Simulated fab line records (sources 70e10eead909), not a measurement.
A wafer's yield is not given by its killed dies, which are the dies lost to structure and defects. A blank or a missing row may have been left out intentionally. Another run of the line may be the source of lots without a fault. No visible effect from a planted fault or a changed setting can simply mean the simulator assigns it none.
fab line records ; flow nand-harc
[record] lots = 5; wafers = 15; last-day = 34
route steps=1302 shown P_GATE@155
lots that met no fault: taken from a fault-free run of the same line
start-h: start of the lot's first displayed wafer, in hours after the record's first day ; wait-h: hours elapsed since this lot's preceding step ; " as in the row above ; L1.1+2: several wafers, shown together as one row ; - value missing, or start not given ; * or withheld: withheld ; < > ~ a bound
route shown NAME@n: a module of which the file shows steps, and the number in the route of the first ; usual: the fault-free wafers' mean and standard deviation ; same: alike in all rows ; chamber/n: place in a boat ; sites: the reading at each site ; _std_site: standard deviation of those values ; _edge_site: outer sites' mean less inner sites' ; radius-mm: how far each site lies from the wafer's centre ; mask NAME#n: copy n ; behind: the most recent tool/chamber to have shaped the wafer ; hold: why the lot went on hold/how many hours it stayed there/how the hold came to an end ; device: the n, p or np transistor that did not switch ; end of line: the tests these same wafers got at the end of their route ; a step with no rows: only its recipe ; killed: not the wafer's yield, but the dies lost to structure and defects at the first sort ; map: a wafer's dies, marking killed ones x, the rest . and places with no die _
set.NAME: setting as actually run; set.NAME@STEP: the setting as run at that earlier step ; model.NAME: the simulator's own value behind a step, which no gauge read
lots at selected steps of the route; one table per step, one row per wafer
services: when a tool's chamber went out of use (start-h, in hours from the record's first day, below 0 if earlier), for how many hours, and the reason
[[steps]]
[step NHARC_P_GATE_ALD_36]
[recipe] target-thk-a = 200; pulse-time-s = 60; ald-cycles = 223; temp-c = 400; material = SiNx
[usual] heater-power-w = 908/110; precursor-pulse-height-rel = 1.000/0.02; susceptor-temp-C = 400.01/0.22
lot.wafer;tool;chamber;start-h;wait-h;heater-power-w;precursor-pulse-height-rel;since-wet-clean-h;susceptor-temp-C
L876.3;ald-sin-04;2;158.93;-;1057;1.010;75;399.79
L876.4;ald-sin-04;0;161.04;-;1131;1.016;77;399.99
L876.5;ald-sin-04;2;163.16;-;1037;0.959;-;399.80
L877.1;ald-sin-03;0;164.12;-;840;1.005;160;400.05
L877.4;ald-sin-03;1;165.18;-;717;1.021;161;400.13
L877.6;ald-sin-03;0;168.35;-;841;0.987;-;399.65
L883.1;ald-sin-03;1;244.11;-;709;0.986;62;399.90
L883.4;ald-sin-03;3;246.21;-;864;1.003;64;400.42
L883.3;ald-sin-03;0;247.26;-;831;1.019;65;399.76
L886.1;ald-sin-03;1;257.09;-;690;1.006;75;399.72
L886.2;ald-sin-03;2;258.14;-;962;1.000;76;400.24
L886.5;ald-sin-03;3;259.19;-;854;1.006;-;400.48
L893.2;ald-sin-02;2;339.14;-;892;0.949;24;399.75
L893.3;ald-sin-02;0;341.25;-;997;0.983;26;400.08
L893.4;ald-sin-02;1;342.30;-;931;0.991;27;400.04
[step NHARC_P_GATE_ETCHBACK_37]
[recipe] target-depth-a = 345; time-s = 17.2; chf3-flow-sccm = 50; o2-flow-sccm = 10; ar-flow-sccm = 200; rf-w = 500; bias-w = 200; chemistry = CHF3/O2
[usual] drypump-motor-current-A = 5.9/0.44; oes-product-au = 0.95/0.034; rf-vpp-V = 370.4/2.4; showerhead-plenum-p-Torr = 2.39/0.098; throttle-valve-pct = 20.572/0.0091
lot.wafer;tool;chamber;start-h;wait-h;drypump-motor-current-A;oes-product-au;rf-hours-counter-h;rf-vpp-V;showerhead-plenum-p-Torr;throttle-valve-pct
L876.3;rie-diel-08;3;-;-;6.5;0.95;7.7;372.2;2.44;20.565
L876.4;rie-diel-08;0;-;-;5.7;0.93;9.9;373.0;2.47;20.566
L876.5;rie-diel-08;2;-;-;5.8;0.94;-;367.4;2.31;20.586
L877.1;rie-diel-01;3;-;-;6.0;0.94;7.9;371.6;2.45;20.576
L877.4;rie-diel-01;1;-;-;5.4;0.93;7.8;368.7;2.26;20.572
L877.6;rie-diel-01;2;-;-;6.3;0.93;-;373.3;2.54;20.577
L883.1;rie-diel-08;2;-;-;5.8;0.99;4.8;369.7;2.31;20.564
L883.3;rie-diel-08;3;-;-;6.5;0.98;4.7;372.6;2.44;20.574
L883.4;rie-diel-08;3;-;-;6.5;0.98;-;373.8;2.44;20.579
L886.2;rie-diel-08;2;-;-;5.8;1.01;5.1;369.3;2.31;20.585
L886.1;rie-diel-08;3;-;-;6.5;1.00;5.0;370.8;2.44;20.585
L886.5;rie-diel-08;1;-;-;6.5;1.01;-;368.1;2.30;20.558
L893.3;rie-diel-08;0;-;-;5.7;0.92;7.3;372.9;2.47;20.568
L893.2;rie-diel-08;3;-;-;6.5;0.93;9.1;368.8;2.44;20.561
L893.4;rie-diel-08;1;-;-;6.5;0.93;-;367.9;2.30;20.579
[step NHARC_P_GATE_STRIP_101]
[recipe] time-s = 20; o2-flow-sccm = 500; ar-flow-sccm = 0; bias-w = 0; chemistry = O2
[usual] drypump-motor-current-A = 5.9/0.43; oes-product-au = 1.001/0.0082; rf-vpp-V = 57.9/0.94; showerhead-plenum-p-Torr = 3.51/0.14; throttle-valve-pct = 17.035/0.0074
lot.wafer;tool;chamber;start-h;wait-h;drypump-motor-current-A;oes-product-au;rf-hours-counter-h;rf-vpp-V;showerhead-plenum-p-Torr;throttle-valve-pct
L876.3;rie-diel-08;1;167.49;0.1;6.4;1.013;7.3;57.3;3.38;17.037
L876.4;rie-diel-08;2;167.49;0.1;5.8;0.990;7.3;57.5;3.40;17.022
L876.5;rie-diel-08;3;167.49;0.1;6.4;0.989;-;58.0;3.58;17.041
L877.1;rie-diel-01;0;173.73;0.1;6.2;1.004;7.2;57.4;3.43;17.034
L877.4;rie-diel-01;1;173.73;0.1;5.5;0.983;7.8;56.4;3.33;17.035
L877.6;rie-diel-01;0;173.73;0.1;6.2;1.006;-;56.6;3.43;17.030
L883.3;rie-diel-08;1;253.71;0.1;6.4;1.011;4.7;58.6;3.38;17.043
L883.1;rie-diel-08;2;253.71;0.1;5.8;1.003;4.8;58.8;3.39;17.040
L883.4;rie-diel-08;1;253.71;0.1;6.4;1.013;-;57.5;3.38;17.036
L886.2;rie-diel-08;1;264.56;0.1;6.4;1.016;5.1;56.0;3.38;17.028
L886.1;rie-diel-08;3;264.56;0.1;6.5;1.000;5.0;57.6;3.58;17.033
L886.5;rie-diel-08;2;264.56;0.1;5.8;1.009;-;57.0;3.39;17.032
L893.2;rie-diel-08;3;348.74;0.1;6.5;1.006;9.1;57.7;3.58;17.047
L893.3;rie-diel-08;0;348.74;0.1;5.7;1.000;7.3;58.3;3.62;17.029
L893.4;rie-diel-08;1;348.74;0.1;6.4;0.992;-;59.2;3.38;17.046
[step NHARC_P_GATE_PRECLEAN_97]
[recipe] time-s = 600; temp-c = 120; chemistry = SPM
[step NHARC_P_GATE_SRD_98]
[step NHARC_P_GATE_PRECLEAN_99]
[recipe] time-s = *; temp-c = 50; bath-age-min = 0; chemistry = SC1
[step NHARC_P_GATE_SRD_100]
[step NHARC_P_GATE_DEHYDRATE_38]
[recipe] temp-c = 150; time-s = 120
[step NHARC_P_GATE_HMDS_39]
[recipe] time-s = 30
[step NHARC_P_GATE_COAT_40]
[recipe] spin-rpm = 3000
[step NHARC_P_GATE_SOFTBAKE_41]
[recipe] temp-c = 122; time-s = 95
[step NHARC_P_GATE_EBR_42]
[step NHARC_P_GATE_EXPOSE_43]
[recipe] na = 0.6; target-cd-nm = 720; dose-mj = 14.81; mask-id = P_NSD
lot.wafer;tool;chamber;start-h;wait-h;mask
L876.3+4+5;krf-scanner-01;0;168.34;-;P_NSD#0
L877.1+4+6;krf-scanner-03;0;174.49;-;P_HVPW#0
L883.1+3+4;krf-scanner-01;0;254.43;-;P_NSD#0
L886.1+2+5;krf-scanner-03;0;265.41;-;P_NSD#0
L893.2+3+4;krf-scanner-02;0;349.52;-;P_NSD#0
[step NHARC_P_GATE_PEB_44]
[recipe] peb-temp-c = 118; peb-time-s = 85
[step NHARC_P_GATE_DEVELOP_45]
[recipe] time-s = 70
[step NHARC_P_GATE_CD_MEAS_46]
[recipe] target-cd-nm = 720; landing-energy-ev = 500
[usual] cd-nm = 719.8/1.9
lot.wafer;tool;chamber;start-h;wait-h;cd-nm
L876.3;cd-sem-03;0;168.49;-;720.1
L876.4;cd-sem-03;0;168.49;-;718.6
L876.5;cd-sem-03;0;168.49;-;719.7
L877.1;cd-sem-03;0;174.65;-;-
L877.4;cd-sem-03;0;174.65;-;-
L877.6;cd-sem-03;0;174.65;-;-
L883.1;cd-sem-02;0;254.58;-;722.0
L883.3;cd-sem-02;0;254.58;-;722.3
L883.4;cd-sem-02;0;254.58;-;719.2
L886.1;cd-sem-02;0;265.56;-;720.7
L886.2;cd-sem-02;0;265.56;-;718.6
L886.5;cd-sem-02;0;265.56;-;720.0
L893.2;cd-sem-02;0;349.67;-;720.4
L893.3;cd-sem-02;0;349.67;-;722.3
L893.4;cd-sem-02;0;349.67;-;721.0
[step NHARC_P_GATE_HARDBAKE_47]
[recipe] temp-c = 125; time-s = 80
[[services]]
tool;chamber;start-h;hours;kind
rie-diel-08;0;137.77;9.3;repair
krf-scanner-03;-;139.82;7.1;repair
krf-scanner-01;-;140.00;4.0;pm
krf-scanner-01;-;146.47;0.2;repair
rie-diel-08;1;152.97;10.4;repair
rie-diel-08;3;158.81;3.5;repair
rie-diel-01;0;166.26;7.3;repair
ald-sin-04;3;171.34;8.6;repair
ald-sin-03;-;174.44;10.0;pm
ald-sin-02;0;183.44;8.8;repair
rie-diel-01;0;188.89;16.3;repair
ald-sin-04;1;189.17;5.5;repair
rie-diel-08;-;190.80;9.0;pm
rie-diel-01;-;204.01;9.0;pm
krf-scanner-01;-;208.21;15.4;repair
rie-diel-08;0;213.75;4.9;repair
ald-sin-03;3;220.64;1.8;repair
krf-scanner-03;-;224.00;4.0;pm
rie-diel-08;0;245.35;16.4;repair
rie-diel-08;3;265.34;3.9;repair
krf-scanner-01;-;312.00;4.0;pm
ald-sin-03;1;341.09;31.8;repair
ald-sin-03;0;345.17;8.7;repair
rie-diel-08;2;347.15;8.8;repair
[[key]]
[first-sign] step = NHARC_P_GATE_EXPOSE_43; reading = mask; direction = changed
[effect] step = NHARC_P_GATE_CD_MEAS_46; reading = cd-nm; direction = missing
met-at NHARC_P_GATE_EXPOSE_43
struck-wafers L877.1,L877.4,L877.6
later-rows-left-out L877.1,L877.4,L877.6
sort-left-out L877.1,L877.4,L877.6
tester-left-out L877
[fault] kind = wrong-mask; tool = any; chamber = -; onset-h = 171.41; steps = NHARC_P_GATE_EXPOSE_43; aux-copy = P_HVPW#0; scope = struck-lots-only
// tester-left-out: of these lots the tester's yield and bins aren't shown, on N5 and GAA mostly nor the transistor test; their killed dies are dies lost to structure and defects alone, not to doping, threshold or leakage, so they don't give the yield
// sort-left-out: the simulated sort isn't trusted on such a fault, so these wafers' sort isn't shown, and their yield isn't known
// later-rows-left-out: the simulator's readings of these wafers behind a module that went badly wrong aren't trusted and aren't shown, but for the sort
